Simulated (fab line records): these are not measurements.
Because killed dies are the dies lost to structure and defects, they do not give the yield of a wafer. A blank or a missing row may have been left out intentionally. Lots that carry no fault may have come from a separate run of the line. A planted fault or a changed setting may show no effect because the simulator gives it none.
Split-lot study | flow n5 finfet | route with 1938 steps; 7 lots, 21 wafers read

## THE SPLIT ITSELF
At N5_BEOL_M5_COAT_22 (resist thk 30 nm), the setting spin rpm was moved away from the recipe's 1500 rpm on 5 of the 21 wafers read, by -3.4% to +6.5%. All remaining wafers had this setting at the recipe value.

## FROM THE SPLIT TO THE READING: what the file shows between them, 4 steps
- N5_BEOL_M5_EBR_24
- N5_BEOL_M5_SOFTBAKE_23: time 60 s
- N5_BEOL_M5_DESCUM_33: chemistry O2, time 7 s
- N5_BEOL_M5_ETCH_75: etches underlayer in N2/H2, target depth 6.5 nm, time 5.2 s

## THE READING
CAR-EUV_of_BEOL_M5_COAT_22.thk nm (the simulator's own value, which no gauge read), in nm, at N5_BEOL_M5_ETCH_67 (etches SiARC in CF4, target depth 15.6 nm, time 26 s). The file does not state a usual value for it. Across the 16 wafers here that went through the recipe, the average is 11.0 nm and the standard deviation 0.11 nm.

wafer  | tool, chamber at the split | spin rpm as run, rpm | against the recipe | CAR-EUV_of_BEOL_M5_COAT_22.thk nm, nm | against lot-mates on the recipe
L077.1 | litho track-01, 0          | 1500                 | recipe             | 11                                    | -
L077.4 | litho track-01, 0          | 1449                 | -3.4%              | 11.8                                  | +0.8
L077.6 | litho track-01, 0          | 1449                 | -3.4%              | 11.4                                  | +0.4
L080.2 | litho track-02, 0          | 1500                 | recipe             | 11.2                                  | -
L080.6 | litho track-02, 0          | 1500                 | recipe             | 11.2                                  | -
L080.5 | litho track-02, 0          | 1500                 | recipe             | 11                                    | -
L082.4 | litho track-03, 0          | 1500                 | recipe             | 11                                    | -
L082.5 | litho track-03, 0          | 1500                 | recipe             | 11                                    | -
L082.6 | litho track-03, 0          | 1500                 | recipe             | 11                                    | -
L090.3 | litho track-03, 0          | 1598                 | +6.5%              | 10                                    | -1.0
L090.5 | litho track-03, 0          | 1598                 | +6.5%              | 10                                    | -1.0
L090.6 | litho track-03, 0          | 1500                 | recipe             | 11                                    | -
L092.1 | litho track-02, 0          | 1598                 | +6.5%              | 10                                    | -1.1
L092.4 | litho track-02, 0          | 1500                 | recipe             | 11.2                                  | -
L092.5 | litho track-02, 0          | 1500                 | recipe             | 11                                    | -
L089.2 | litho track-02, 0          | 1500                 | recipe             | 10.8                                  | -
L089.3 | litho track-02, 0          | 1500                 | recipe             | 11.2                                  | -
L089.5 | litho track-02, 0          | 1500                 | recipe             | 11                                    | -
L096.3 | litho track-02, 0          | 1500                 | recipe             | 11                                    | -
L096.5 | litho track-02, 0          | 1500                 | recipe             | 11                                    | -
L096.6 | litho track-02, 0          | 1500                 | recipe             | 11                                    | -

FIT RESULTS
A straight line over all 21 wafers: CAR-EUV_of_BEOL_M5_COAT_22.thk nm changes by -0.16 nm for each +1% of spin rpm; r = -0.97; the points scatter about the line by 0.12 nm.
The same after taking each lot's own level away (the mean of its wafers on the recipe; 21 wafers): -0.162 nm for each +1%; r = -0.97; scatter 0.11 nm.
On that fit, the largest move of spin rpm shifts the reading by 1.1 nm.
From 11.00 to 11.13 nm: that is the span of the lots' own levels, equal to 1.3 times the standard deviation above.
Hence the lot-to-lot level has little effect on the slope; both slopes agree.
Check: for one of the wafers moved furthest among these (+6.5%), held out of the fit, the line's prediction against its lot-mates is -1.07 nm. It came out at -1 nm against them.

## ADDITIONAL SPLITS CARRIED BY THESE WAFERS
These wafers also went through other splits before the reading. Each is held against what the fit with the lots' levels taken away leaves over:
other split on the same wafers | wafers away from the commonest value | r with CAR-EUV_of_BEOL_M5_COAT_22.thk nm (lot level and that fit taken away)
N5_BEOL_M4_COAT_73 spin rpm    | 4                                    | +0.15
N5_BEOL_M5_COAT_74 spin rpm    | 7                                    | +0.42

## THE WHOLE CHAIN: every reading that the file lists as answering this split, in the file's order
step               | what it does                                                | reading                                                                            | change (the file's fit)               | r (the file's)
N5_BEOL_M5_COAT_22 | resist thk 30 nm                                            | CAR-EUV_of_BEOL_M5_COAT_22.thk nm (the simulator's own value, which no gauge read) | -0.135 nm for each +1% of the setting | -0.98
N5_BEOL_M5_ETCH_75 | etches underlayer in N2/H2, target depth 6.5 nm, time 5.2 s | CAR-EUV_of_BEOL_M5_COAT_22.thk nm (the simulator's own value, which no gauge read) | -0.153 nm for each +1% of the setting | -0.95
N5_BEOL_M5_ETCH_67 | etches SiARC in CF4, target depth 15.6 nm, time 26 s        | CAR-EUV_of_BEOL_M5_COAT_22.thk nm (the simulator's own value, which no gauge read) | -0.163 nm for each +1% of the setting | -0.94

## THE FILE'S OWN FIT
CAR-EUV_of_BEOL_M5_COAT_22.thk nm changes by -0.163 nm for each +1% of spin rpm, r = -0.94.
